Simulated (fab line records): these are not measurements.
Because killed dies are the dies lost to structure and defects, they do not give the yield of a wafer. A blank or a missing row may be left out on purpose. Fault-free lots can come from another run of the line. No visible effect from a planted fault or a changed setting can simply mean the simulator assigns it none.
Comparing a struck lot with a sound one -- flow n5-finfet -- 38 out of 1938 route steps
Sound: wafers L360.3, L360.5, L360.6. Wafers struck: L354.1, L354.2, L354.6. At the end, the cause is stated.
Each step with rows lists, per side, the tool, then ch with its chambers, then its first start. Under that, the readings that differ: sound wafers -- struck wafers -- difference of the means -- sigmas: that difference in standard deviations of wafers without a fault.
alike: words and numbers the same on both sides, and readings whose means are apart by under 2 such deviations; not compared: readings that were withheld, readings missing a value for some wafer, numbers with overlapping values and no deviation given by the record, and bounds like >300 which may hide the same value.
A row with sigmas, a row that says differs or no value, or rows on one side alone: a step with any of these is where the two part. Numbers that have no deviation but don't overlap get no sigmas and don't part them. A reading that every wafer of one side lacks parts them only if that side has two wafers or more.

first, 9 steps without rows for these wafers: N5_BEOL_M4_ANNEAL_95 (time 240 s); N5_BEOL_M4_SPUTTER_96 (material Cu, target thk 4.5 nm, time 8.29 s); N5_BEOL_M4_ECD_50 (material Cu, target thk 300 nm); N5_BEOL_M4_ANNEAL_51 (time 90 s); N5_BEOL_M4_CMP_52 (polishes, stops on SiOC, t overpolish 6.8 s, target thk 40 nm); N5_BEOL_M4_PRE_CLEAN_60 (time 15 s); N5_BEOL_M4_CO_CAP_55 (material Co, precursor CCTBA/H2, target thk 2 nm, time 102.1 s); N5_BEOL_M4_PRE_CLEAN_56 (time 15 s); N5_BEOL_M4_DEP_57 (deposits SiCN from 3MS/NH3, target thk 8 nm, time 14 s).
N5_BEOL_M4_RC_MEAS_101:
  sound on prober-01 ch 0, day 14 02:05; struck on prober-02 ch 0, day 12 15:31
  alike: DIBL_N, DIBL_P, IOFF_N, IOFF_P, ION_N, ION_P, SS_N, SS_P, VT_N, VT_P
then, 24 steps without rows for these wafers: N5_BEOL_M5_ILD_DEP_00 (deposits SiCOH lowk from DEMS/porogen, target thk 140.64 nm, time 25.9 s); N5_BEOL_M5_CURE_79 (cures SiCOH lowk, time 240 s); N5_BEOL_M5_PECVD_70 (deposits SiO2 from TEOS/O2, target thk 16 nm, time 18 s); N5_BEOL_M5_HM_DEP_02 (deposits TiN, target thk 20 nm); N5_BEOL_M5_COAT_59 (time 60 s, resist thk 60 nm); N5_BEOL_M5_COAT_60 (time 60 s, resist thk 12 nm); N5_BEOL_M5_COAT_71 (time 60 s, resist thk 5 nm); N5_BEOL_M5_COAT_05 (resist thk 30 nm); N5_BEOL_M5_EBR_07; N5_BEOL_M5_SOFTBAKE_06 (time 60 s); N5_BEOL_M5_EXPOSE_08 (exposes mask M5, target cd 28 nm); N5_BEOL_M5_PEB_09 (peb time 60 s); N5_BEOL_M5_DEVELOP_10 (develop time 30 s); N5_BEOL_M5_DESCUM_16 (chemistry O2, time 7 s); N5_BEOL_M5_ETCH_72 (etches underlayer in N2/H2, target depth 6.5 nm, time 5.2 s); N5_BEOL_M5_ETCH_61 (etches SiARC in CF4, target depth 15.6 nm, time 26 s); N5_BEOL_M5_ETCH_62 (etches SOC in N2/H2, target depth 75 nm, overetch 15 nm, time 112.5 s); N5_BEOL_M5_STRIP_63 (strips in N2/H2); N5_BEOL_M5_STRIP_73 (strips in N2/H2); N5_BEOL_M5_STRIP_64 (strips in CF4); N5_BEOL_M5_HM_OPEN_17 (chemistry Cl2/BCl3, target TiN, target depth 20 nm, overetch 6 nm); N5_BEOL_M5_STRIP_19 (strips in O2); N5_BEOL_M5_COAT_65 (time 60 s, resist thk 60 nm); N5_BEOL_M5_COAT_66 (time 60 s, resist thk 12 nm).
-- the record jumps here: 3 days lie between the struck wafers' starts before and after (it left off in module BEOL_M5 and takes up again in module BEOL_M14, whose first step shown is number 1750 of the route) --
N5_BEOL_M14_ETCH_67: etches SiARC in CF4, target depth 143 nm, time 238.3 s.
  sound on rie-diel-02 ch 0,3, day 17 14:23; struck on rie-diel-03 ch 1,2, day 15 21:46
  no value came back on the struck wafers for any of 9 readings (bias-w (W), cf4-flow-sccm (sccm) and others); on the sound wafers bias-w (W) reads 36.05 35.79 36.09
reading,sound,struck,difference,sigmas
model.coat_of_BEOL_M14_COAT_22.thk-nm (nm),212.4 212 212.8,283.8 283.4 284.2,+71.4,
model.BEOL_M14.cd-nm (nm),277.6 276.8 279,284 283.4 284.4,+6,
  not compared: rf-hours-counter-h
N5_BEOL_M14_OCD_MEAS_35:
  sound: ocd-01 at day 17 14:58; struck: ocd-01 at day 15 22:20
reading,sound,struck,difference,sigmas
trench-depth-nm (nm),542 542 531,- - -,no value on the struck wafers,
N5_BEOL_M14_ETCH_38: etches SiCN in CF4/N2, target depth 106.5 nm, time 120.6 s.
  sound: rie-diel-06 ch 0,1,2; struck: rie-diel-03 ch 0,1,3
reading,sound,struck,difference,sigmas
model.BEOL_M14.cd-nm (nm),279.2 277.4 278.8,285.8 281.2 282.6,+4.7,
  alike: bias-w, cf4-flow-sccm, drypump-motor-current-A, oes-product-au, rf-fwd-power-W, rf-vpp-V, showerhead-plenum-p-Torr, throttle-valve-pct
  not compared: rf-hours-counter-h
N5_PASSIVATION_PROBE_49:
  sound: prober-01 at day 18 20:14; struck: prober-02 at day 16 21:29
reading,sound,struck,difference,sigmas
defect-limited-yield (%),93.3 91.1 91.6,0 0 0,-92,-61
killed_at_M4_up,11 14 15,1113 1081 1076,+1077,+99 or more
killed-dies,79 105 99,1180 1180 1180,+1086,+60
killed-on-rim,11 17 15,152 152 152,+138,+33
sort_bin_5_function (%),3.8 5.6 4.5,97.6 97.3 96.1,+92.4,+92
sort-n-pass,1101 1075 1081,0 0 0,-1086,-60
sort-yield-pct (%),93.3 91.1 91.6,0 0 0,-92,-61
  alike: killed_at_M0_to_M3, killed-at-contacts, killed-at-front-end, killed-at-other, killed-open, killed-short, sort_bin_6_memory

== WHERE THEY PART ==
At N5_BEOL_M14_ETCH_67 first; at N5_PASSIVATION_PROBE_49 last (within this record only).

WHY: what had been put in by the simulator
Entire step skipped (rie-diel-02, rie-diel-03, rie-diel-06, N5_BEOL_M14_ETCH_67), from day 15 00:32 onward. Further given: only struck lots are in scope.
